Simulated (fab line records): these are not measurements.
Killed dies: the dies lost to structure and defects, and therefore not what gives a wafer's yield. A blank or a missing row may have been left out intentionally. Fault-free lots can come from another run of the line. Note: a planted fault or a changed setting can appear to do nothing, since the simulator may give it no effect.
Which of the tools did it? | flow n5 finfet | 14 lots, 42 wafers sampled, at 7 steps of a route of 1938

WHAT THE GAUGES SHOWED, per wafer
N5_PMOS_HMC_CHANNEL_EPI_THK_MEAS_22.
lot  | measured    | on            | HMC_CMP_THK (nm)
L297 | day 1 19:27 | film metro-01 | 52.5 53.7 52.7
L298 | day 2 01:29 | film metro-01 | 52.8 52.3 52.8
L299 | day 2 07:34 | film metro-02 | 53.1 53.4 53.2
L300 | day 2 14:02 | film metro-02 | 54.1 53.1 52.7
L301 | day 2 20:29 | film metro-02 | 52.8 53.9 53.5
L308 | day 4 13:50 | film metro-02 | 53.3 53.7 54.4
L309 | day 4 19:35 | film metro-02 | 53.4 53.3 53.9
L312 | day 5 14:38 | film metro-01 | 53.1 52.9 54.2
L313 | day 5 19:20 | film metro-01 | 53.5 54.3 53.5
L315 | day 6 08:04 | film metro-01 | 52.8 54.2 52.7
L316 | day 6 14:18 | film metro-02 | 53.6 54.6 54.2
L317 | day 6 20:49 | film metro-02 | 53.3 54.8 54.2
L318 | day 7 02:09 | film metro-02 | 54.1 53.9 52.8
L319 | day 7 08:00 | film metro-02 | 54.5 53.0 53.7

N5_FIN_SAQP_THK_MEAS_05.
lot  | measured    | on            | thk nm (nm)
L297 | day 1 20:53 | film metro-01 | 37.6 37.1 38.1
L298 | day 2 02:36 | film metro-01 | 37.8 37.4 38.1
L299 | day 2 09:04 | film metro-01 | 37.3 37.5 38.3
L300 | day 2 15:17 | film metro-01 | 37.3 38.5 38.6
L301 | day 2 21:50 | film metro-02 | 37.7 38.0 38.8
L308 | day 4 15:18 | film metro-02 | 36.8 20.6 21.0
L309 | day 4 20:46 | film metro-02 | 37.6 37.3 20.6
L312 | day 5 15:49 | film metro-01 | 38.0 38.1 38.1
L313 | day 5 20:30 | film metro-02 | 37.5 37.7 38.4
L315 | day 6 09:10 | film metro-01 | 37.4 38.2 38.7
L316 | day 6 15:45 | film metro-01 | 37.8 38.2 38.4
L317 | day 6 22:00 | film metro-01 | 38.8 39.2 38.6
L318 | day 7 03:23 | film metro-01 | 38.0 38.6 39.1
L319 | day 7 09:07 | film metro-02 | 37.9 37.8 38.1

N5_BEOL_M4_RC_MEAS_101.
lot  | measured     | on        | DIBL_N (mV/V)  | DIBL_P (mV/V)  | IOFF_N (nA/um)    | IOFF_P (nA/um)    | ION_N (uA/um) | ION_P (uA/um) | SS_N (mV/dec)  | SS_P (mV/dec)  | VT_N (mV)   | VT_P (mV)
L297 | day 9 06:28  | prober-01 | 35.5 38.7 37.8 | 32.1 36.9 35.6 | 0.117 0.175 0.158 | 0.181 0.263 0.238 | 667 674 680   | 459 463 465   | 71.3 72.3 72.1 | 73.0 73.6 74.2 | 259 249 251 | -252.0 -247.5 -249.4
L298 | day 9 10:19  | prober-01 | 36.4 34.4 35.7 | 38.4 36.0 37.3 | 0.172 0.147 0.159 | 0.220 0.183 0.201 | 680 676 680   | 464 466 463   | 71.4 71.8 71.4 | 73.1 73.3 73.2 | 248 251 252 | -247.6 -254.1 -251.3
L299 | day 10 06:00 | prober-02 | 34.5 35.7 35.5 | 34.8 36.9 37.1 | 0.139 0.163 0.166 | 0.180 0.217 0.213 | 663 672 678   | 453 459 462   | 71.0 71.0 71.6 | 72.3 73.5 73.3 | 252 248 248 | -248.9 -248.0 -248.4
L300 | day 9 12:20  | prober-01 | 36.2 36.3 35.1 | 35.6 34.6 34.0 | 0.170 0.162 0.144 | 0.205 0.180 0.169 | 681 673 677   | 461 455 454   | 72.0 71.7 71.5 | 73.3 73.7 73.6 | 244 249 250 | -249.8 -252.2 -253.3
L301 | day 10 05:55 | prober-01 | 34.3 34.1 35.5 | 35.6 34.4 36.1 | 0.126 0.120 0.141 | 0.196 0.192 0.218 | 674 677 673   | 469 472 472   | 70.8 71.4 71.5 | 72.6 72.4 73.1 | 250 254 248 | -251.6 -249.2 -245.6
L308 | day 12 00:41 | prober-02 | 34.5 38.1 38.7 | 34.7 39.4 40.1 | 0.114 0.183 0.199 | 0.184 0.257 0.274 | 654 672 683   | 456 463 473   | 71.6 72.9 72.5 | 72.0 74.0 73.3 | 259 250 249 | -250.2 -246.1 -246.3
L309 | day 11 17:19 | prober-01 | 35.0 36.0 37.2 | 35.1 36.3 38.1 | 0.130 0.140 0.166 | 0.182 0.199 0.227 | 666 671 673   | 459 462 464   | 71.2 71.7 71.8 | 72.8 74.3 74.6 | 252 253 250 | -256.3 -251.6 -250.6
L312 | day 12 16:17 | prober-01 | 36.2 37.6 37.3 | 33.8 36.6 36.0 | 0.155 0.175 0.173 | 0.191 0.228 0.223 | 677 684 687   | 456 468 465   | 71.6 71.5 71.4 | 72.4 73.7 73.1 | 248 249 248 | -249.8 -247.9 -247.1
L313 | day 13 01:37 | prober-01 | 37.7 37.9 38.8 | 38.4 38.2 40.0 | 0.171 0.176 0.190 | 0.213 0.225 0.240 | 681 681 691   | 467 465 463   | 71.7 72.3 71.6 | 73.4 73.7 73.7 | 250 249 249 | -251.3 -249.6 -248.2
L315 | day 13 18:05 | prober-02 | 39.0 37.2 37.0 | 37.6 35.8 35.3 | 0.191 0.156 0.150 | 0.251 0.227 0.210 | 683 678 674   | 470 469 462   | 72.0 71.0 71.3 | 73.5 73.2 73.4 | 250 251 253 | -247.7 -247.3 -249.9
L316 | day 13 23:07 | prober-02 | 34.7 34.6 33.9 | 36.0 35.4 34.7 | 0.134 0.130 0.116 | 0.192 0.187 0.168 | 678 661 665   | 465 459 456   | 71.1 71.7 71.0 | 72.3 72.1 72.4 | 252 251 254 | -251.0 -251.1 -252.2
L317 | day 14 03:29 | prober-02 | 35.8 34.8 35.5 | 35.7 34.3 35.9 | 0.152 0.131 0.142 | 0.211 0.188 0.224 | 673 672 673   | 468 465 467   | 71.3 71.2 71.6 | 73.6 73.3 73.2 | 252 251 252 | -248.7 -250.2 -248.7
L318 | day 14 05:38 | prober-01 | 37.2 38.5 36.9 | 37.8 37.8 36.5 | 0.178 0.199 0.160 | 0.224 0.230 0.202 | 680 683 681   | 465 464 466   | 71.8 72.1 71.9 | 73.4 73.7 73.5 | 246 247 248 | -249.6 -250.2 -252.1
L319 | day 14 15:42 | prober-02 | 37.2 36.8 35.9 | 38.6 37.0 35.9 | 0.187 0.166 0.152 | 0.259 0.228 0.212 | 685 671 675   | 477 465 467   | 72.3 72.1 71.6 | 73.5 74.1 73.8 | 246 248 249 | -249.3 -249.0 -250.1

EACH LOT AND THE TOOL THAT RAN IT (in order: tool; ch and the chambers of the sampled wafers; start)
lot  | N5_WELL_APT_EPI_41             | N5_FIN_SAQP_HM_DEP_03          | N5_FIN_SAQP_PECVD_48           | N5_FIN_SAQP_HM_OPEN_33
L297 | epi rpcvd-02 ch 0, day 1 16:15 | pecvd-04 ch 0,1, day 1 20:49   | pecvd-04 ch 0,1,2, day 1 21:01 | rie diel-05 ch 0,2,3, day 2 01:29
L298 | epi rpcvd-01 ch 0, day 1 22:17 | pecvd-03 ch 0,1,2, day 2 02:31 | pecvd-01 ch 0,1,2, day 2 02:40 | rie diel-03 ch 0,1,2, day 2 07:27
L299 | epi rpcvd-02 ch 0, day 2 04:07 | pecvd-01 ch 0,1,2, day 2 08:59 | pecvd-04 ch 0,1, day 2 09:10   | rie diel-02 ch 0,1,2, day 2 15:51
L300 | epi rpcvd-04 ch 0, day 2 10:25 | pecvd-01 ch 0,1, day 2 15:10   | pecvd-04 ch 0,1, day 2 15:23   | rie diel-05 ch 0,2,3, day 2 20:46
L301 | epi rpcvd-01 ch 0, day 2 17:16 | pecvd-04 ch 0,1, day 2 21:43   | pecvd-01 ch 0,1, day 2 21:56   | rie diel-05 ch 0,2,3, day 3 03:20
L308 | epi rpcvd-02 ch 0, day 4 10:17 | pecvd-01 ch 0,1,2, day 4 15:13 | pecvd-03 ch 0,1,2, day 4 15:23 | rie diel-05 ch 0,2,3, day 5 00:20
L309 | epi rpcvd-01 ch 0, day 4 16:17 | pecvd-01 ch 0,1, day 4 20:40   | pecvd-04 ch 1,2, day 4 20:50   | rie diel-03 ch 1,3, day 5 02:55
L312 | epi rpcvd-01 ch 0, day 5 10:48 | pecvd-04 ch 0,1,2, day 5 15:43 | pecvd-01 ch 0,1,2, day 5 15:54 | rie diel-05 ch 0,1,2, day 5 22:21
L313 | epi rpcvd-02 ch 0, day 5 15:55 | pecvd-03 ch 0,2, day 5 20:25   | pecvd-04 ch 0,1, day 5 20:35   | rie diel-02 ch 0,2,3, day 6 01:14
L315 | epi rpcvd-04 ch 0, day 6 04:46 | pecvd-03 ch 0,2, day 6 09:05   | pecvd-01 ch 0,1, day 6 09:14   | rie diel-02 ch 1,2,3, day 6 13:53
L316 | epi rpcvd-02 ch 0, day 6 11:02 | pecvd-03 ch 0,1,2, day 6 15:40 | pecvd-04 ch 0,1,2, day 6 15:50 | rie diel-03 ch 1,3, day 6 20:52
L317 | epi rpcvd-01 ch 0, day 6 17:28 | pecvd-03 ch 0,1, day 6 21:55   | pecvd-04 ch 1,2, day 6 22:05   | rie diel-02 ch 0,1, day 7 02:30
L318 | epi rpcvd-02 ch 0, day 6 22:49 | pecvd-03 ch 0,1, day 7 03:19   | pecvd-01 ch 0,2, day 7 03:28   | rie diel-02 ch 2,3, day 7 08:23
L319 | epi rpcvd-02 ch 0, day 7 04:32 | pecvd-04 ch 0,2, day 7 09:01   | pecvd-03 ch 0,1,2, day 7 09:11 | rie diel-02 ch 0,1,2, day 7 14:21
- N5_WELL_APT_EPI_41: deposits Si from SiH4/H2, target thk 50 nm, time 297.7 s.
- N5_FIN_SAQP_HM_DEP_03: deposits SiNx from SiH4/NH3/N2, target thk 38 nm, time 33.6 s.
- N5_FIN_SAQP_PECVD_48: deposits SiNx from SiH4/NH3/N2, target thk 25 nm, time 22.1 s.
- N5_FIN_SAQP_HM_OPEN_33: chemistry CH3F/O2, target SiNx, target depth 49.4 nm, time 70.6 s.

WHAT THE TOOLS THEMSELVES READ (means of the sampled wafers that have a number; where no wafer has one, the mark that the record gives instead)
N5_WELL_APT_EPI_41.
lot  | tool         | throttle valve pct (%)
L297 | epi rpcvd-02 | 11.15
L298 | epi rpcvd-01 | 10.78
L299 | epi rpcvd-02 | 11.15
L300 | epi rpcvd-04 | 11.01
L301 | epi rpcvd-01 | 10.86
L308 | epi rpcvd-02 | 11.22
L309 | epi rpcvd-01 | 10.92
L312 | epi rpcvd-01 | 10.85
L313 | epi rpcvd-02 | 11.28
L315 | epi rpcvd-04 | 10.83
L316 | epi rpcvd-02 | 11.20
L317 | epi rpcvd-01 | 10.79
L318 | epi rpcvd-02 | 11.08
L319 | epi rpcvd-02 | 11.42

N5_FIN_SAQP_HM_DEP_03.
lot  | tool     | heater power outer w (W) | heater power w (W) | showerhead plenum p Torr (Torr) | throttle valve pct (%)
L297 | pecvd-04 | 413                      | 693                | 5.08                            | 39.9
L298 | pecvd-03 | 431                      | 751                | 5.13                            | 40.3
L299 | pecvd-01 | 496                      | 811                | 5.23                            | 42.1
L300 | pecvd-01 | 518                      | 851                | 5.20                            | 42.2
L301 | pecvd-04 | 421                      | 697                | 5.08                            | 40.0
L308 | pecvd-01 | 505                      | 829                | 5.22                            | 42.2
L309 | pecvd-01 | 504                      | 833                | 5.19                            | 42.3
L312 | pecvd-04 | 429                      | 727                | 5.08                            | 39.2
L313 | pecvd-03 | 504                      | 816                | 5.14                            | 39.9
L315 | pecvd-03 | 450                      | 747                | 5.13                            | 39.8
L316 | pecvd-03 | 484                      | 815                | 5.13                            | 40.4
L317 | pecvd-03 | 474                      | 811                | 5.16                            | 41.1
L318 | pecvd-03 | 415                      | 747                | 5.13                            | 41.1
L319 | pecvd-04 | 510                      | 855                | 5.12                            | 38.9

N5_FIN_SAQP_PECVD_48.
lot  | tool     | heater power outer w (W) | heater power w (W) | showerhead plenum p Torr (Torr) | throttle valve pct (%)
L297 | pecvd-04 | 432                      | 724                | 5.09                            | 39.4
L298 | pecvd-01 | 561                      | 911                | 5.22                            | 41.9
L299 | pecvd-04 | 406                      | 693                | 5.07                            | 40.0
L300 | pecvd-04 | 423                      | 734                | 5.11                            | 39.3
L301 | pecvd-01 | 452                      | 756                | 5.17                            | 43.2
L308 | pecvd-03 | 467                      | 792                | 5.13                            | 40.5
L309 | pecvd-04 | 348                      | 600                | 5.05                            | 38.6
L312 | pecvd-01 | 514                      | 849                | 5.22                            | 42.2
L313 | pecvd-04 | 478                      | 818                | 5.11                            | 39.5
L315 | pecvd-01 | 506                      | 825                | 5.19                            | 42.2
L316 | pecvd-04 | 370                      | 641                | 5.08                            | 39.3
L317 | pecvd-04 | 398                      | 660                | 5.07                            | 39.7
L318 | pecvd-01 | 591                      | 939                | 5.26                            | 41.4
L319 | pecvd-03 | 469                      | 800                | 5.13                            | 40.5

N5_FIN_SAQP_HM_OPEN_33.
lot  | tool        | chamber pressure mTorr (mTorr) | drypump motor current A (A) | etch rf on time s (s) | oes product au (a.u.) | rf vpp V (V) | showerhead plenum p Torr (Torr) | throttle valve pct (%)
L297 | rie diel-05 | 29.981                         | 6.0                         | 67.5                  | 0.67                  | 301          | 2.09                            | 16.28
L298 | rie diel-03 | 29.989                         | 6.3                         | 70.0                  | 0.63                  | 299          | 2.01                            | 16.38
L299 | rie diel-02 | 29.986                         | 5.8                         | 68.9                  | 0.62                  | 299          | 1.99                            | 16.51
L300 | rie diel-05 | 29.998                         | 6.0                         | 69.0                  | 0.66                  | 301          | 2.09                            | 16.30
L301 | rie diel-05 | 29.975                         | 6.0                         | 69.4                  | 0.66                  | 300          | 2.09                            | 16.32
L308 | rie diel-05 | 29.970                         | 6.0                         | 46.8                  | 0.64                  | 300          | 2.08                            | 16.34
L309 | rie diel-03 | 29.970                         | 6.5                         | 58.2                  | 0.65                  | 298          | 2.06                            | 16.13
L312 | rie diel-05 | 30.005                         | 5.5                         | 68.7                  | 0.69                  | 299          | 2.04                            | 16.23
L313 | rie diel-02 | 30.037                         | 6.0                         | 68.9                  | 0.65                  | 301          | 2.03                            | 16.50
L315 | rie diel-02 | 30.002                         | 5.6                         | 68.6                  | 0.70                  | 298          | 1.99                            | 16.43
L316 | rie diel-03 | 29.999                         | 6.3                         | 69.3                  | 0.66                  | 296          | 2.03                            | 16.25
L317 | rie diel-02 | 30.016                         | 5.8                         | 71.5                  | 0.67                  | 301          | 2.05                            | 16.31
L318 | rie diel-02 | 29.988                         | 5.9                         | 69.6                  | 0.68                  | 300          | 2.04                            | 16.54
L319 | rie diel-02 | 30.006                         | 5.7                         | 69.1                  | 0.66                  | 298          | 1.97                            | 16.42

THE ANSWER, worked out from the rows above alone
Rule: what is usual is taken from the lots themselves. Put in order of their means at a reading, lots are off if they are a third of the lots or fewer, leave a main group of 4 or more, and stand apart from it by a gap of 3 or more times the standard deviation of the main group's means; of several such gaps the widest counts. If all means in a main group match to the digits the tables above print for the reading, that group is not used. A lot without any number at a reading at which 4 lots or more have one is off too. All remaining lots with rows at the step are treated as sound. The gauges are gone through in route order, then the tools' own readings, and for those a lot's mean is taken as printed above. At the first step where some lot is off, the reading lying furthest off is the one used; lots without a number count as furthest.
Off, at N5_FIN_SAQP_THK_MEAS_05 on thk nm: L308, L309. The main group: mean 38.1 nm, standard deviation 0.34.
If a tool, at a process step before that reading, ran all the lots that are off and no sound lot after the first of them, it fits. Not tried: the gauges at N5_FIN_SAQP_THK_MEAS_05; whatever is off there is also off at N5_FIN_SAQP_HM_OPEN_33, on other tools, and gauge error can't account for it. One candidate fits, namely pecvd-01 at N5_FIN_SAQP_HM_DEP_03. A fault onset in the window from L300 (day 2 15:10, its last sound lot) to L308 (day 4 15:13, its first lot off) fits.

WHAT THE SIMULATOR HAD PUT IN
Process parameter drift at N5_FIN_SAQP_HM_DEP_03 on pecvd-01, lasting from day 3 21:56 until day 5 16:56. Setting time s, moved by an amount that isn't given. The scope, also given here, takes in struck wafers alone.
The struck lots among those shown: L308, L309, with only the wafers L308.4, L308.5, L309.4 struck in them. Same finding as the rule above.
